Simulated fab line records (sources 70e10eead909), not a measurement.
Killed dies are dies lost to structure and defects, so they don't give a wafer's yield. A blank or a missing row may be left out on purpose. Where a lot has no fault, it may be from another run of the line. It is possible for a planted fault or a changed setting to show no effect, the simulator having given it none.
Chamber matching    flow nandHarc    NHARC_A_STAIRCASE_ALD_415 on aldHk-01 has 4 sister chambers
The step deposits SiO2, target thk 30 nm, pulse time 6 s, ald cycles 300. 16 wafers are shown with their chamber, then 8 later ones without.

== WAFERS PAIRED WITH THEIR CHAMBERS ==
wafer   chamber  heaterPowerW (W)  precursorPulseHeightRel
L077.2  0        518               0.951
L077.3  2        475               0.989
L077.5  3        523               1.004
L078.1  1        447               0.982
L078.2  2        472               0.978
L078.5  3        524               1.022
L079.1  3        542               1.010
L079.3  1        445               0.998
L079.4  2        479               0.993
L081.1  0        519               1.004
L081.2  1        444               1.016
L081.3  2        465               1.004
L083.2  2        461               1.027
L083.4  0        516               0.975
L083.6  1        447               0.963
L088.1  2        449               1.007

SIGNATURES, as means of the wafers listed above
reading                  chamber 0  chamber 1  chamber 2  chamber 3  scatter within a chamber
heaterPowerW             517.67     445.75     466.83     529.67     8.35
precursorPulseHeightRel  0.97667    0.98975    0.99967    1.01200    0.0195
Rule: for each reading, subtract the chamber's mean from the wafer's reading, divide by that reading's scatter and square the result; add these up over the readings and take the root, which gives the wafer's distance from the chamber. If the next closest chamber is less than 2 further off than the closest, the wafer can't be placed; otherwise it belongs to the closest. How the scatter is found: for the shown wafers, subtract from each reading the mean of its chamber, square and add these, divide the total by (wafers less chambers), then take the root.

== WAFERS MISSING THEIR CHAMBER ==
wafer   heaterPowerW (W)  precursorPulseHeightRel
L088.4  444               1.021
L088.5  443               0.986
L089.1  539               0.995
L089.3  443               0.993
L089.6  425               1.025
L091.2  440               1.026
L091.3  520               0.997
L091.6  436               0.984

== CHAMBER TAKEN BY EACH ==
wafer    from the rows above       in truth
L088.4   can't be placed: 1 or 2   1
L088.5   1                         1
L089.1   can't be placed: 3 or 0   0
L089.3   1                         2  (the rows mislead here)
L089.6   1                         1
L091.2   can't be placed: 1 or 2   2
L091.3   can't be placed: 0 or 3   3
L091.6   1                         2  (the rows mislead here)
Correctly placed: 2 of 8. Not placeable from these rows: 4 (in 4, the candidates include the true chamber). Placed wrongly: 2.
